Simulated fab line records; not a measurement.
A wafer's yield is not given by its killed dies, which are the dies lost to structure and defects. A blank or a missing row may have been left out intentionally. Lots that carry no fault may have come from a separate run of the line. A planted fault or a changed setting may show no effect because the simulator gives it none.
Matching of chambers ; flow nand-harc ; rie-diel-11 running NHARC_A_STAIRCASE_DESCUM_443: 4 sister chambers
The step chemistry O2, time 3 s. 4 wafers are shown with their chamber, then 8 later ones without.

EACH WAFER AND ITS CHAMBER
wafer;chamber;oes-product-au (a.u.)
L085.4;2;1.009
L088.1;1;0.984
L088.6;3;1.012
L090.1;0;1.003

WAFERS MISSING THEIR CHAMBER
wafer;oes-product-au (a.u.)
L090.3;0.989
L090.6;1.017
L092.2;0.984
L092.3;1.001
L092.5;0.979
L097.1;1.018
L097.2;1.011
L097.6;1.007

CHAMBER TAKEN BY EACH
wafer;from the rows above;in truth
L090.3;1;1
L090.6;can't be placed: 3 or 2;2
L092.2;1;1
L092.3;can't be placed: 0 or 2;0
L092.5;1;1
L097.1;can't be placed: 3 or 2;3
L097.2;can't be placed: 3 or 2 or 0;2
L097.6;can't be placed: 2 or 0 or 3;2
Placed correctly: 3 of 8. Not placeable from these rows: 5 (in 5, the candidates include the true chamber). Number placed wrongly: 0.
How it was worked out, from the rows above alone: a wafer's distance from a chamber is the root of the sum, over the readings, of the square of ((its reading less the chamber's mean) divided by the reading's scatter). The wafer belongs to the nearest chamber; if the next one is less than 2 further off, it can't be placed. A chamber's mean is the mean of its shown wafers. The scatter: with one shown wafer a chamber, the root of the mean of the squares of how far each hidden wafer lies from its nearest shown one.
